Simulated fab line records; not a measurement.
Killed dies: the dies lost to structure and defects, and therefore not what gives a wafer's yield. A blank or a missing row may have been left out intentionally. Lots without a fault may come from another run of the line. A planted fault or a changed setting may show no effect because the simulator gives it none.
Comparing a struck lot with a sound one -- flow nand_harc -- 15 out of 1302 route steps
Sound: the wafers L269.1, L269.2, L269.5. Struck: wafers L274.2, L274.3, L274.6. At the end, the cause is stated.
Per side, at each step with rows, come the tool, then ch with its chambers, and then its first start. Under that, the readings that differ: sound wafers -- struck wafers -- difference of the means -- sigmas: that difference in standard deviations of wafers without a fault.
alike: words and numbers the same on both sides, and readings whose means are apart by under 2 such deviations; not compared: readings that were withheld, readings missing a value for some wafer, numbers with overlapping values and no deviation given by the record, and bounds like >300 which may hide the same value.
A row with sigmas, a row that says differs or no value, or rows on one side alone: a step with any of these is where the two part. Numbers that have no deviation but don't overlap get no sigmas and don't part them. A reading that every wafer of one side lacks parts them only if that side has two wafers or more.

first, 8 steps without rows for these wafers: NHARC_A_SGD_CUT_COAT_56 (time 75 s); NHARC_A_SGD_CUT_COAT_57 (time 65 s); NHARC_A_SGD_CUT_COAT_03 (resist thk 90 nm); NHARC_A_SGD_CUT_SOFTBAKE_04 (time 55 s); NHARC_A_SGD_CUT_EBR_05; NHARC_A_SGD_CUT_EXPOSE_06 (exposes mask SGD); NHARC_A_SGD_CUT_PEB_07 (peb time 65 s); NHARC_A_SGD_CUT_DEVELOP_08 (develop time 35 s).
NHARC_A_SGD_CUT_CD_MEAS_09: target cd 100 nm.
  sound on cd_sem-01 ch 0, day 21 15:20; struck on cd_sem-02 ch 0, day 23 19:09
  alike: cd_nm
NHARC_A_SGD_CUT_OVL_MEAS_10:
  sound: overlay-02 at day 21 15:25; struck: overlay-02 at day 23 19:14
  alike: overlay_x_nm, overlay_y_nm
NHARC_A_SGD_CUT_INSPECT_11:
  sound: defect_inspect-01 at day 21 15:27; struck: defect_inspect-02 at day 23 19:16
reading,sound,struck,difference,sigmas
raw_defect_count,115 108 114,39 51 35,-71,-2
NHARC_A_SGD_CUT_DESCUM_14: chemistry O2, time 3 s.
  sound on rie_diel-01 ch 1,2,3, day 21 15:32; struck on rie_diel-07 ch 0,1, day 23 19:20
  alike: drypump_motor_current_A, o2_flow_sccm, oes_product_au, rf_vpp_V, showerhead_plenum_p_Torr, throttle_valve_pct
  not compared: rf_hours_counter_h
NHARC_A_SGD_CUT_ETCH_58: etches the open film in CF4, target depth 39 nm, time 65 s.
  sound on rie_diel-01 ch 0,1,3, day 21 15:37; struck on rie_diel-07 ch 1,3, day 23 19:25
  no value came back on the struck wafers for any of 8 readings (bias_w (W), cf4_flow_sccm (sccm) and others); on the sound wafers bias_w (W) reads 100.36 100.09 99.95
  not compared: rf_hours_counter_h
NHARC_A_SGD_CUT_ETCH_59: etches the open film in N2/H2, target depth 260 nm, time 406.25 s.
  sound on rie_diel-01 ch 0,1; struck on rie_diel-07 ch 0,1,3, day 23 19:31
  alike: bias_w, chamber_pressure_mTorr, drypump_motor_current_A, oes_product_au, rf_fwd_power_W, rf_vpp_V, showerhead_plenum_p_Torr, throttle_valve_pct
  not compared: rf_hours_counter_h
-- record jumps: 5 days between struck wafers' starts before vs after; left off in module A_SGD_CUT, resumes in module END, first step shown is number 1302 of the route --
NHARC_END_SORT_01:
  here the record holds rows for the struck wafers (prober-01 ch 0, day 29 02:12) but none for the sound ones

WHERE THEY PART
First at NHARC_A_SGD_CUT_INSPECT_11; last, within this record, at NHARC_END_SORT_01.

WHY: whatever the simulator had introduced
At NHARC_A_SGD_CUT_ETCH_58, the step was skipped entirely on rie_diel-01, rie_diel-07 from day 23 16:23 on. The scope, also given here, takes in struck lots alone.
